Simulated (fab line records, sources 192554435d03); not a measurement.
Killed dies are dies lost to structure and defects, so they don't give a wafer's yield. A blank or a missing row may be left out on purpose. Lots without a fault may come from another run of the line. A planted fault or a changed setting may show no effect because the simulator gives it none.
Chamber matching | flow n5_finfet | N5_MOL_CONTACT_COAG_ALD_131 on ald_sin-02: 4 sister chambers
The step deposits SiO2, target thk 5 nm, pulse time 1 s, co reactant pulse time 1 s. 7 wafers are shown with their chamber, then 7 later ones without.

WAFERS WITH THEIR CHAMBER
wafer  | chamber | heater_power_w (W) | chamber_pressure_Torr (Torr)
L078.1 | 1       | 73                 | 2.006
L080.6 | 0       | 72                 | 2.005
L082.5 | 3       | 71                 | 2.004
L085.3 | 0       | 75                 | 2.004
L085.5 | 2       | 74                 | 2.001
L089.1 | 2       | 74                 | 1.995
L089.2 | 3       | 71                 | 2.004

WAFERS WITHOUT THEIR CHAMBER
wafer  | heater_power_w (W) | chamber_pressure_Torr (Torr)
L089.6 | 75                 | 1.999
L094.2 | 72                 | 2.001
L094.4 | 73                 | 2.003
L094.6 | 70                 | 2.000
L097.4 | 73                 | 1.997
L097.5 | 74                 | 1.995
L097.6 | 72                 | 1.997

WHICH CHAMBER EACH WENT THROUGH
wafer  | from the rows above               | in truth
L089.6 | can't be placed: 2 or 0           | 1
L094.2 | can't be placed: 3 or 0 or 2 or 1 | 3
L094.4 | can't be placed: 0 or 1 or 3 or 2 | 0
L094.6 | can't be placed: 3 or 2 or 0 or 1 | 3
L097.4 | 2                                 | 2
L097.5 | 2                                 | 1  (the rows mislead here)
L097.6 | can't be placed: 2 or 3 or 0      | 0
Placed correctly: 1 of 7. Can't be placed from these rows: 5 (the true chamber is among the candidates in 4). Placed wrongly: 1.
How it was worked out, from the rows above alone: a wafer's distance from a chamber is the root of the sum, over the readings, of the square of ((its reading less the chamber's mean) divided by the reading's scatter). The wafer belongs to the nearest chamber; if the next one is less than 2 further off, it can't be placed. A chamber's mean is the mean of its shown wafers. The scatter: the root of (the sum of the squares of (reading less its chamber's mean) over the shown wafers, divided by (wafers less chambers)).
